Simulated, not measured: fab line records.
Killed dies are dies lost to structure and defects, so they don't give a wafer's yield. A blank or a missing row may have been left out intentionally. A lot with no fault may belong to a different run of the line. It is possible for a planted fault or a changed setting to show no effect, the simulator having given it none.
fab line records ; flow n5-finfet
record lots=7; wafers=39
route steps=1938 shown BEOL_M8@1377 BEOL_M11@1536
start-h: start of the lot's first displayed wafer, in hours after the record's first day ; wait-h: time in hours since the lot's previous step ; " as in the row above ; L1.1+2: one row covering several wafers at once ; - either no value or no given start ; * or withheld: withheld ; < > ~ a bound
route shown NAME@n: names a module that has steps shown in the file, with the first one's number in the route ; usual: average and standard deviation across the fault-free wafers ; same: alike in all rows ; chamber/n: place in a boat ; sites: readings site by site ; _std_site: how widely they spread, as a standard deviation ; _edge_site: outer sites' mean less inner sites' ; radius-mm: how far each site lies from the wafer's centre ; mask NAME#n: copy n ; behind: the most recent tool/chamber to have shaped the wafer ; hold: the reason the lot was held/the length of the hold in hours/how it ended ; device: the transistor (n, p or np) that didn't switch ; end of line: tests of these same wafers at the route's end ; for a step that has no rows: nothing shown but its recipe ; killed: at the first sort, the dies lost to defects and structure; wafer yield is something else ; map: the dies of a wafer, with x for killed, . for not killed, _ for no die there
set.NAME: the setting the step ran with; set.NAME@STEP: the setting that earlier step ran with ; model.NAME: the simulator's own value behind a step, which no gauge read
lots run with intentionally changed settings; tables by step, rows by wafer
## steps
# step N5_BEOL_M8_TRENCH_ETCH_37
# recipe chemistry=C4F6/O2; target-depth-a=934.78; target=SiCOH_lowk; time-s=31.2; ion-energy-ev=250; pressure-mtorr=30; source-w=345; bias-w=185; Ar_flow_sccm=300; C4F6_flow_sccm=10; O2_flow_sccm=10
lot.wafer;tool;chamber;start-h;wait-h;set.time-s;model.etch.depth-nm;model.BEOL_M8.feature-depth-nm;model.TiN_of_BEOL_M8_HM_DEP_02.thk-nm
L074.1;rie-diel-02;1;-;-;39.59;119.2;119.2;16.6
L074.2;rie-diel-02;3;-;-;31.2;93.43;93.4;17.6
L074.3;rie-diel-02;2;-;-;31.2;90.9;91;17.8
L074.4;rie-diel-02;0;-;-;31.2;94.32;94.4;17.6
L074.5;rie-diel-02;1;-;-;39.59;119.1;119.2;16.8
L074.6;rie-diel-02;0;-;-;39.59;119.9;120;16.6
L080.1;rie-diel-02;2;-;-;31.2;90.45;90.4;17.6
L080.2;rie-diel-02;0;-;-;31.2;94.85;94.8;17.6
L080.3;rie-diel-02;1;-;-;31.2;93.42;93.4;17.6
L080.4;rie-diel-02;3;-;-;22.9;68.55;68.6;18.2
L080.5;rie-diel-02;0;-;-;22.9;69.37;69.4;18.2
L080.6;rie-diel-02;1;-;-;22.9;68.31;68.4;18.2
L085.2;rie-diel-02;0;-;-;31.2;94.21;94.2;17.4
L085.3;rie-diel-02;2;-;-;31.2;91.04;91;17.6
L085.4;rie-diel-02;3;-;-;31.2;94.35;94.4;17.2
L087.1;rie-diel-02;0;-;-;19.89;59.79;59.8;18.2
L087.2;rie-diel-02;3;-;-;31.2;94.14;94.2;17.2
L087.3;rie-diel-02;1;-;-;31.2;93.59;93.6;17.2
L087.4;rie-diel-02;2;-;-;19.89;57.78;57.8;18.4
L087.5;rie-diel-02;3;-;-;19.89;59.19;59.2;18
L087.6;rie-diel-02;0;-;-;31.2;94.73;94.8;17.2
L090.1;rie-diel-02;1;-;-;46.53;137.4;137.4;16
L090.2;rie-diel-02;2;-;-;31.2;89.69;89.6;17.4
L090.3;rie-diel-02;0;-;-;31.2;92.73;92.8;17.2
L090.4;rie-diel-02;3;-;-;31.2;92.92;93;17.2
L090.5;rie-diel-02;3;-;-;46.53;137.9;138;16.2
L090.6;rie-diel-02;2;-;-;46.53;134.2;134.2;16
L095.1;rie-diel-02;0;-;-;16.73;49.59;49.6;18.6
L095.2;rie-diel-02;2;-;-;31.2;89.25;89.2;17.6
L095.3;rie-diel-02;1;-;-;31.2;91.02;91;17.4
L095.4;rie-diel-02;3;-;-;31.2;91.69;91.6;17.6
L095.5;rie-diel-02;2;-;-;16.73;48.16;48.2;18.8
L095.6;rie-diel-02;3;-;-;16.73;49.16;49.2;18.6
L096.1;rie-diel-02;0;-;-;38.96;117.1;117.2;16.4
L096.2;rie-diel-02;2;-;-;31.2;90.61;90.6;17.2
L096.3;rie-diel-02;3;-;-;31.2;92.6;92.6;17
L096.4;rie-diel-02;1;-;-;38.96;114.7;114.6;16.6
L096.5;rie-diel-02;2;-;-;31.2;90.64;90.6;17.4
L096.6;rie-diel-02;3;-;-;38.96;116.2;116.2;16.8
# step N5_BEOL_M8_ETCH_41
# recipe chemistry=CH3F/O2; target=SiCN; target-depth-a=319; taper-deg=2; time-s=57.8; ion-energy-ev=120; mask-material=TiN; pressure-mtorr=30; source-w=395; bias-w=75; Ar_flow_sccm=150; CH3F_flow_sccm=30; O2_flow_sccm=20
# step N5_BEOL_M8_STRIP_80
# recipe chemistry=N2/H2; time-s=10; power-w=450; temp-c=40; pressure-mtorr=20; rf-frequency-hz=6e+07; bias-power-w=7; n2-flow-sccm=200; h2-flow-sccm=200
# step N5_BEOL_M8_OCD_MEAS_38
# usual trench-depth-nm=93.3/1.6
lot.wafer;tool;chamber;start-h;wait-h;set.time-s@BEOL_M8_TRENCH_ETCH_37;trench-depth-nm
L074.1;ocd-01;-;197.73;-;39.59;119.1
L074.2;ocd-01;-;197.73;-;31.2;93.8
L074.3;ocd-01;-;197.73;-;31.2;91.1
L074.4;ocd-01;-;197.73;-;31.2;94.5
L074.5;ocd-01;-;197.73;-;39.59;118.4
L074.6;ocd-01;-;197.73;-;39.59;120.2
L080.1;ocd-02;-;243.72;-;31.2;90.5
L080.2;ocd-02;-;243.72;-;31.2;95.0
L080.3;ocd-02;-;243.72;-;31.2;93.6
L080.4;ocd-02;-;243.72;-;22.9;68.7
L080.5;ocd-02;-;243.72;-;22.9;69.5
L080.6;ocd-02;-;243.72;-;22.9;68.7
L085.2;ocd-02;-;268.10;-;31.2;94.4
L085.3;ocd-02;-;268.10;-;31.2;90.9
L085.4;ocd-02;-;268.10;-;31.2;93.7
L087.1;ocd-02;-;279.12;-;19.89;59.5
L087.2;ocd-02;-;279.12;-;31.2;94.0
L087.3;ocd-02;-;279.12;-;31.2;93.9
L087.4;ocd-02;-;279.12;-;19.89;57.8
L087.5;ocd-02;-;279.12;-;19.89;59.5
L087.6;ocd-02;-;279.12;-;31.2;94.8
L090.1;ocd-02;-;297.17;-;46.53;137.2
L090.2;ocd-02;-;297.17;-;31.2;90.2
L090.3;ocd-02;-;297.17;-;31.2;92.5
L090.4;ocd-02;-;297.17;-;31.2;92.0
L090.5;ocd-02;-;297.17;-;46.53;137.8
L090.6;ocd-02;-;297.17;-;46.53;134.5
L095.1;ocd-01;-;340.91;-;16.73;49.3
L095.2;ocd-01;-;340.91;-;31.2;88.9
L095.3;ocd-01;-;340.91;-;31.2;91.1
L095.4;ocd-01;-;340.91;-;31.2;91.5
L095.5;ocd-01;-;340.91;-;16.73;48.0
L095.6;ocd-01;-;340.91;-;16.73;49.0
L096.1;ocd-01;-;343.12;-;38.96;117.1
L096.2;ocd-01;-;343.12;-;31.2;90.7
L096.3;ocd-01;-;343.12;-;31.2;92.3
L096.4;ocd-01;-;343.12;-;38.96;114.6
L096.5;ocd-01;-;343.12;-;31.2;91.1
L096.6;ocd-01;-;343.12;-;38.96;115.9
# step N5_BEOL_M8_HM_STRIP_39
# recipe chemistry=peroxide-tin-strip; material=TiN; target-depth-a=250; temp-c=50; time-s=158
# step N5_BEOL_M8_SRD_40
# recipe time-s=30; temp-c=23; rinse-liquid=diw; dry=ipa-marangoni
# step N5_BEOL_M8_ECD_50
# recipe material=Cu; target-thk-a=3000
# step N5_BEOL_M8_ANNEAL_51
# recipe temp-c=225; time-s=90; ambient=N2
# step N5_BEOL_M8_CMP_52
# recipe stop-on=SiCOH_lowk; t-overpolish-s=6.9; down-force-psi=1; platen-rpm=50; clearing-platen-down-force-psi=1.5; clearing-platen-rpm=50; post-cmp-clean=cu-alkaline; target-thk-nm=80; clearing-platen-pad-velocity-m-s=0.99484; pad-velocity-m-s=0.99484
lot.wafer;tool;chamber;start-h;wait-h;set.time-s@BEOL_M8_TRENCH_ETCH_37;model.Cu_of_BEOL_M8_ECD_50.thk-nm
L074.4;cmp-04;1;200.82;0.1;31.2;82
L074.2;cmp-04;2;200.82;0.1;31.2;80.2
L074.1;cmp-04;3;200.82;0.1;39.59;106.2
L074.3;cmp-04;0;200.82;0.1;31.2;77.4
L074.6;cmp-04;1;200.82;0.1;39.59;107.4
L074.5;cmp-04;2;200.82;0.1;39.59;106
L080.3;cmp-03;2;246.03;0.3;31.2;80.2
L080.2;cmp-03;3;246.03;0.3;31.2;81.8
L080.1;cmp-03;0;246.03;0.3;31.2;77.8
L080.4;cmp-03;1;246.03;0.3;22.9;55.6
L080.6;cmp-03;2;246.03;0.3;22.9;56.2
L080.5;cmp-03;3;246.03;0.3;22.9;57
L085.4;cmp-04;3;271.44;0.2;31.2;81.4
L085.3;cmp-04;0;271.44;0.2;31.2;77.4
L085.2;cmp-04;1;271.44;0.2;31.2;81
L087.1;cmp-03;2;282.62;0.3;19.89;46.2
L087.2;cmp-03;3;282.62;0.3;31.2;81
L087.3;cmp-03;0;282.62;0.3;31.2;79.2
L087.4;cmp-03;1;282.62;0.3;19.89;44.6
L087.5;cmp-03;2;282.62;0.3;19.89;46.8
L087.6;cmp-03;3;282.62;0.3;31.2;81.2
L090.4;cmp-04;0;298.94;0.1;31.2;80.8
L090.3;cmp-04;1;298.94;0.1;31.2;79.8
L090.2;cmp-04;2;298.94;0.1;31.2;77
L090.1;cmp-04;3;298.94;0.1;46.53;125.4
L090.6;cmp-04;0;298.94;0.1;46.53;122
L090.5;cmp-04;1;298.94;0.1;46.53;125.2
L095.4;cmp-03;2;343.25;0.1;31.2;78.4
L095.1;cmp-03;3;343.25;0.1;16.73;35.8
L095.3;cmp-03;0;343.25;0.1;31.2;78.6
L095.2;cmp-03;1;343.25;0.1;31.2;76.2
L095.6;cmp-03;2;343.25;0.1;16.73;36.6
L095.5;cmp-03;3;343.25;0.1;16.73;35.2
L096.3;cmp-04;0;345.67;0.2;31.2;79.6
L096.4;cmp-04;1;345.67;0.2;38.96;102.4
L096.1+6;cmp-04;2,1;345.67;0.2;38.96;104.6
L096.2;cmp-04;3;345.67;0.2;31.2;78.2
L096.5;cmp-04;0;345.67;0.2;31.2;78.4
# step N5_BEOL_M8_THK_MEAS_53
# recipe thk-meas-gauge=xrf; reads=Cu_of_BEOL_M8_ECD_50
# usual M8_THK=79.4/1.9
lot.wafer;tool;chamber;start-h;wait-h;set.time-s@BEOL_M8_TRENCH_ETCH_37;M8_THK[nm]
L074.1;film-metro-01;-;201.11;-;39.59;105.7
L074.2;film-metro-01;-;201.11;-;31.2;79.4
L074.3;film-metro-01;-;201.11;-;31.2;77.0
L074.4;film-metro-01;-;201.11;-;31.2;81.3
L074.5;film-metro-01;-;201.11;-;39.59;105.3
L074.6;film-metro-01;-;201.11;-;39.59;106.6
L080.1;film-metro-01;-;246.32;-;31.2;76.9
L080.2;film-metro-01;-;246.32;-;31.2;81.1
L080.3;film-metro-01;-;246.32;-;31.2;79.7
L080.4;film-metro-01;-;246.32;-;22.9;55.2
L080.5;film-metro-01;-;246.32;-;22.9;56.4
L080.6;film-metro-01;-;246.32;-;22.9;55.6
L085.2;film-metro-02;-;271.70;-;31.2;80.0
L085.3;film-metro-02;-;271.70;-;31.2;76.0
L085.4;film-metro-02;-;271.70;-;31.2;79.9
L087.1;film-metro-02;-;282.92;-;19.89;45.5
L087.2;film-metro-02;-;282.92;-;31.2;79.3
L087.3;film-metro-02;-;282.92;-;31.2;77.6
L087.4;film-metro-02;-;282.92;-;19.89;43.7
L087.5;film-metro-02;-;282.92;-;19.89;45.9
L087.6;film-metro-02;-;282.92;-;31.2;79.7
L090.1;film-metro-01;-;299.23;-;46.53;124.5
L090.2;film-metro-01;-;299.23;-;31.2;76.9
L090.3;film-metro-01;-;299.23;-;31.2;79.5
L090.4;film-metro-01;-;299.23;-;31.2;80.3
L090.5;film-metro-01;-;299.23;-;46.53;125.3
L090.6;film-metro-01;-;299.23;-;46.53;121.4
L095.1;film-metro-01;-;343.54;-;16.73;35.6
L095.2;film-metro-01;-;343.54;-;31.2;75.6
L095.3;film-metro-01;-;343.54;-;31.2;77.9
L095.4;film-metro-01;-;343.54;-;31.2;78.1
L095.5;film-metro-01;-;343.54;-;16.73;35.0
L095.6;film-metro-01;-;343.54;-;16.73;36.5
L096.1;film-metro-01;-;345.97;-;38.96;103.9
L096.2;film-metro-01;-;345.97;-;31.2;77.6
L096.3;film-metro-01;-;345.97;-;31.2;79.1
L096.4;film-metro-01;-;345.97;-;38.96;101.8
L096.5;film-metro-01;-;345.97;-;31.2;78.0
L096.6;film-metro-01;-;345.97;-;38.96;103.5
# step N5_BEOL_M8_PRE_CLEAN_55
# recipe gas=NH3; time-s=15; temp-c=withheld; rf-power-w=300
# step N5_BEOL_M8_DEP_56
# recipe material=SiCN; target-thk-a=100; temp-c=withheld; precursor=3MS/NH3; pressure-torr=3; rf-w=202; time-s=17.5
# step N5_BEOL_M8_RS_MEAS_57
# recipe thk-meas-gauge=four-point-probe; reads=Cu_of_BEOL_M8_ECD_50+Co_of_BEOL_M8_CVD_78+TaN_of_BEOL_M8_ALD_77
# usual M8_RS=0.285/0.0075
lot.wafer;tool;chamber;start-h;wait-h;set.time-s@BEOL_M8_TRENCH_ETCH_37;M8_RS[ohm/sq]
L074.1;film-metro-02;-;201.24;0.1;39.59;0.206
L074.2;film-metro-02;-;201.24;0.1;31.2;0.285
L074.3;film-metro-02;-;201.24;0.1;31.2;0.297
L074.4;film-metro-02;-;201.24;0.1;31.2;0.277
L074.5;film-metro-02;-;201.24;0.1;39.59;0.206
L074.6;film-metro-02;-;201.24;0.1;39.59;0.203
L080.1;film-metro-02;-;246.48;0.1;31.2;0.295
L080.2;film-metro-02;-;246.48;0.1;31.2;0.279
L080.3;film-metro-02;-;246.48;0.1;31.2;0.285
L080.4;film-metro-02;-;246.48;0.1;22.9;0.444
L080.5;film-metro-02;-;246.48;0.1;22.9;0.429
L080.6;film-metro-02;-;246.48;0.1;22.9;0.438
L085.2;film-metro-01;-;271.83;0.1;31.2;0.282
L085.3;film-metro-01;-;271.83;0.1;31.2;0.297
L085.4;film-metro-01;-;271.83;0.1;31.2;0.280
L087.1;film-metro-01;-;283.05;0.1;19.89;0.558
L087.2;film-metro-01;-;283.05;0.1;31.2;0.281
L087.3;film-metro-01;-;283.05;0.1;31.2;0.290
L087.4;film-metro-01;-;283.05;0.1;19.89;0.585
L087.5;film-metro-01;-;283.05;0.1;19.89;0.551
L087.6;film-metro-01;-;283.05;0.1;31.2;0.280
L090.1;film-metro-01;-;299.37;0.1;46.53;0.171
L090.2;film-metro-01;-;299.37;0.1;31.2;0.299
L090.3;film-metro-01;-;299.37;0.1;31.2;0.287
L090.4;film-metro-01;-;299.37;0.1;31.2;0.282
L090.5;film-metro-01;-;299.37;0.1;46.53;0.171
L090.6;film-metro-01;-;299.37;0.1;46.53;0.176
L095.1;film-metro-01;-;343.67;0.1;16.73;0.775
L095.2;film-metro-01;-;343.67;0.1;31.2;0.303
L095.3;film-metro-01;-;343.67;0.1;31.2;0.292
L095.4;film-metro-01;-;343.67;0.1;31.2;0.293
L095.5;film-metro-01;-;343.67;0.1;16.73;0.797
L095.6;film-metro-01;-;343.67;0.1;16.73;0.753
L096.1;film-metro-01;-;346.10;0.1;38.96;0.210
L096.2;film-metro-01;-;346.10;0.1;31.2;0.294
L096.3;film-metro-01;-;346.10;0.1;31.2;0.287
L096.4;film-metro-01;-;346.10;0.1;38.96;0.215
L096.5;film-metro-01;-;346.10;0.1;31.2;0.293
L096.6;film-metro-01;-;346.10;0.1;38.96;0.210
# step N5_BEOL_M11_ILD_DEP_00
# recipe material=SiCOH_lowk; target-thk-a=3085.1; temp-c=300; precursor=DEMS/porogen; pressure-torr=5; rf-w=500; time-s=58
lot.wafer;tool;chamber;start-h;wait-h;set.time-s;model.SiCOH_lowk_of_BEOL_M11_ILD_DEP_00.thk-nm
L074.1+3;pecvd-03;1,2;221.87;0.0;58;305.2
L074.2;pecvd-03;0;221.87;0.0;58;302.8
L074.4;pecvd-03;0;221.87;0.0;41.17;219.8
L074.5;pecvd-03;2;221.87;0.0;41.17;224.8
L074.6;pecvd-03;1;221.87;0.0;41.17;220.6
L080.1;pecvd-02;2;262.16;0.0;58;307
L080.2;pecvd-02;0;262.16;0.0;58;305.6
L080.3;pecvd-02;1;262.16;0.0;58;307.8
L080.4;pecvd-02;0;262.16;0.0;58;310.4
L080.5;pecvd-02;1;262.16;0.0;58;308.4
L080.6;pecvd-02;2;262.16;0.0;58;311.8
L085.2;pecvd-02;2;286.59;0.0;58;308.4
L085.3;pecvd-02;1;286.59;0.0;58;309.8
L085.4;pecvd-02;1;286.59;0.0;58;309.4
L087.1;pecvd-04;1;300.03;0.0;58;302
L087.2;pecvd-04;2;300.03;0.0;92.65;485.8
L087.3;pecvd-04;2;300.03;0.0;92.65;495.8
L087.4;pecvd-04;1;300.03;0.0;92.65;493.2
L087.5;pecvd-04;2;300.03;0.0;58;312.2
L087.6;pecvd-04;1;300.03;0.0;58;306.4
L090.1;pecvd-04;1;320.01;0.0;58;302.2
L090.2;pecvd-04;0;320.01;0.0;33.74;178.2
L090.3;pecvd-04;2;320.01;0.0;58;304.4
L090.4;pecvd-04;1;320.01;0.0;33.74;177.6
L090.5;pecvd-04;0;320.01;0.0;58;310.4
L090.6;pecvd-04;2;320.01;0.0;33.74;182.2
L095.1;pecvd-03;2;358.65;0.0;58;310.8
L095.2;pecvd-03;1;358.65;0.0;58;308.8
L095.3;pecvd-03;0;358.65;0.0;58;311
L095.4;pecvd-03;2;358.65;0.0;58;317
L095.5;pecvd-03;1;358.65;0.0;58;314.6
L095.6;pecvd-03;0;358.65;0.0;58;313.6
L096.1;pecvd-04;0;362.24;0.0;58;300.8
L096.2;pecvd-04;2;362.24;0.0;69.62;362.8
L096.3;pecvd-04;0;362.24;0.0;58;303.4
L096.4;pecvd-04;2;362.24;0.0;69.62;367.4
L096.5;pecvd-04;2;362.24;0.0;58;311.2
L096.6;pecvd-04;0;362.24;0.0;69.62;363.8
# step N5_BEOL_M11_CURE_71
# recipe temp-c=385; time-s=240; ambient=He/Ar; material=SiCOH_lowk
lot.wafer;tool;chamber;start-h;wait-h;set.time-s@BEOL_M11_ILD_DEP_00;model.SiCOH_lowk_of_BEOL_M11_ILD_DEP_00.thk-nm
L074.1+3;uv-cure-01;2;221.95;0.0;58;265.2
L074.2;uv-cure-01;2;221.95;0.0;58;263
L074.4;uv-cure-01;2;221.95;0.0;41.17;190
L074.5;uv-cure-01;2;221.95;0.0;41.17;194.2
L074.6;uv-cure-01;2;221.95;0.0;41.17;190.6
L080.1;uv-cure-01;2;262.24;0.0;58;266.6
L080.2;uv-cure-01;2;262.24;0.0;58;265.4
L080.3;uv-cure-01;2;262.24;0.0;58;267.4
L080.4;uv-cure-01;2;262.24;0.0;58;269.6
L080.5;uv-cure-01;2;262.24;0.0;58;268
L080.6;uv-cure-01;2;262.24;0.0;58;271
L085.2;uv-cure-02;1;286.75;0.1;58;267.8
L085.3;uv-cure-02;1;286.75;0.1;58;269
L085.4;uv-cure-02;1;286.75;0.1;58;268.8
L087.1;uv-cure-01;1;300.14;0.1;58;262.2
L087.2;uv-cure-01;1;300.14;0.1;92.65;426.2
L087.3;uv-cure-01;1;300.14;0.1;92.65;435.2
L087.4;uv-cure-01;1;300.14;0.1;92.65;433
L087.5;uv-cure-01;1;300.14;0.1;58;271.2
L087.6;uv-cure-01;1;300.14;0.1;58;266
L090.1;uv-cure-01;2;320.09;0.0;58;262.4
L090.2;uv-cure-01;2;320.09;0.0;33.74;153.6
L090.3;uv-cure-01;2;320.09;0.0;58;264.2
L090.4;uv-cure-01;2;320.09;0.0;33.74;153.2
L090.5;uv-cure-01;2;320.09;0.0;58;269.6
L090.6;uv-cure-01;2;320.09;0.0;33.74;157.2
L095.1;uv-cure-01;1;358.73;0.0;58;270
L095.2;uv-cure-01;1;358.73;0.0;58;268.2
L095.3;uv-cure-01;1;358.73;0.0;58;270.2
L095.4;uv-cure-01;1;358.73;0.0;58;275.4
L095.5;uv-cure-01;1;358.73;0.0;58;273.4
L095.6;uv-cure-01;1;358.73;0.0;58;272.4
L096.1;uv-cure-03;0;362.35;0.1;58;261.2
L096.2;uv-cure-03;0;362.35;0.1;69.62;316.2
L096.3;uv-cure-03;0;362.35;0.1;58;263.4
L096.4;uv-cure-03;0;362.35;0.1;69.62;320.2
L096.5;uv-cure-03;0;362.35;0.1;58;270.2
L096.6;uv-cure-03;0;362.35;0.1;69.62;317
# step N5_BEOL_M11_THK_MEAS_01
# recipe reads=SiCOH_lowk_of_BEOL_M11_ILD_DEP_00
# usual M11_ILD_THK=268/3.6
lot.wafer;tool;chamber;start-h;wait-h;set.time-s@BEOL_M11_ILD_DEP_00;M11_ILD_THK[nm]
L074.1;film-metro-01;-;222.46;0.4;58;265
L074.2;film-metro-01;-;222.46;0.4;58;263
L074.3;film-metro-01;-;222.46;0.4;58;265
L074.4;film-metro-01;-;222.46;0.4;41.17;190
L074.5;film-metro-01;-;222.46;0.4;41.17;194
L074.6;film-metro-01;-;222.46;0.4;41.17;191
L080.1;film-metro-02;-;262.75;0.4;58;267
L080.2;film-metro-02;-;262.75;0.4;58;265
L080.3;film-metro-02;-;262.75;0.4;58;267
L080.4;film-metro-02;-;262.75;0.4;58;270
L080.5;film-metro-02;-;262.75;0.4;58;268
L080.6;film-metro-02;-;262.75;0.4;58;271
L085.2;film-metro-02;-;287.19;0.4;58;268
L085.3;film-metro-02;-;287.19;0.4;58;269
L085.4;film-metro-02;-;287.19;0.4;58;269
L087.1;film-metro-01;-;300.65;0.4;58;262
L087.2;film-metro-01;-;300.65;0.4;92.65;426
L087.3;film-metro-01;-;300.65;0.4;92.65;435
L087.4;film-metro-01;-;300.65;0.4;92.65;433
L087.5;film-metro-01;-;300.65;0.4;58;271
L087.6;film-metro-01;-;300.65;0.4;58;266
L090.1;film-metro-02;-;320.60;0.4;58;263
L090.2;film-metro-02;-;320.60;0.4;33.74;154
L090.3;film-metro-02;-;320.60;0.4;58;264
L090.4;film-metro-02;-;320.60;0.4;33.74;153
L090.5;film-metro-02;-;320.60;0.4;58;270
L090.6;film-metro-02;-;320.60;0.4;33.74;157
L095.1;film-metro-01;-;359.72;0.8;58;270
L095.2;film-metro-01;-;359.72;0.8;58;268
L095.3;film-metro-01;-;359.72;0.8;58;270
L095.4;film-metro-01;-;359.72;0.8;58;275
L095.5;film-metro-01;-;359.72;0.8;58;273
L095.6;film-metro-01;-;359.72;0.8;58;272
L096.1;film-metro-02;-;362.86;0.4;58;261
L096.2;film-metro-02;-;362.86;0.4;69.62;316
L096.3;film-metro-02;-;362.86;0.4;58;264
L096.4;film-metro-02;-;362.86;0.4;69.62;320
L096.5;film-metro-02;-;362.86;0.4;58;270
L096.6;film-metro-02;-;362.86;0.4;69.62;317
## key
split step=N5_BEOL_M8_TRENCH_ETCH_37; setting=time-s; stated=31.2; by=wafer
response step=N5_BEOL_M8_TRENCH_ETCH_37; reading=model.etch.depth-nm; change=+0.931; per=1%; r=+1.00
response step=N5_BEOL_M8_TRENCH_ETCH_37; reading=model.BEOL_M8.feature-depth-nm; change=+0.93; per=1%; r=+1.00
response step=N5_BEOL_M8_TRENCH_ETCH_37; reading=model.TiN_of_BEOL_M8_HM_DEP_02.thk-nm; change=-0.0259; per=1%; r=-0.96
response step=N5_BEOL_M8_OCD_MEAS_38; reading=trench-depth-nm; change=+0.93; per=1%; r=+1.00
response step=N5_BEOL_M8_CMP_52; reading=model.Cu_of_BEOL_M8_ECD_50.thk-nm; change=+0.931; per=1%; r=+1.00
response step=N5_BEOL_M8_THK_MEAS_53; reading=M8_THK; change=+0.922; per=1%; r=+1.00
response step=N5_BEOL_M8_RS_MEAS_57; reading=M8_RS; shape=bent; at-lowest=0.775; at-stated=0.288; at-highest=0.173
split step=N5_BEOL_M11_ILD_DEP_00; setting=time-s; stated=58; by=wafer
response step=N5_BEOL_M11_ILD_DEP_00; reading=model.SiCOH_lowk_of_BEOL_M11_ILD_DEP_00.thk-nm; change=+3.03; per=1%; r=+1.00
response step=N5_BEOL_M11_CURE_71; reading=model.SiCOH_lowk_of_BEOL_M11_ILD_DEP_00.thk-nm; change=+2.69; per=1%; r=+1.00
response step=N5_BEOL_M11_THK_MEAS_01; reading=M11_ILD_THK; change=+2.69; per=1%; r=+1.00
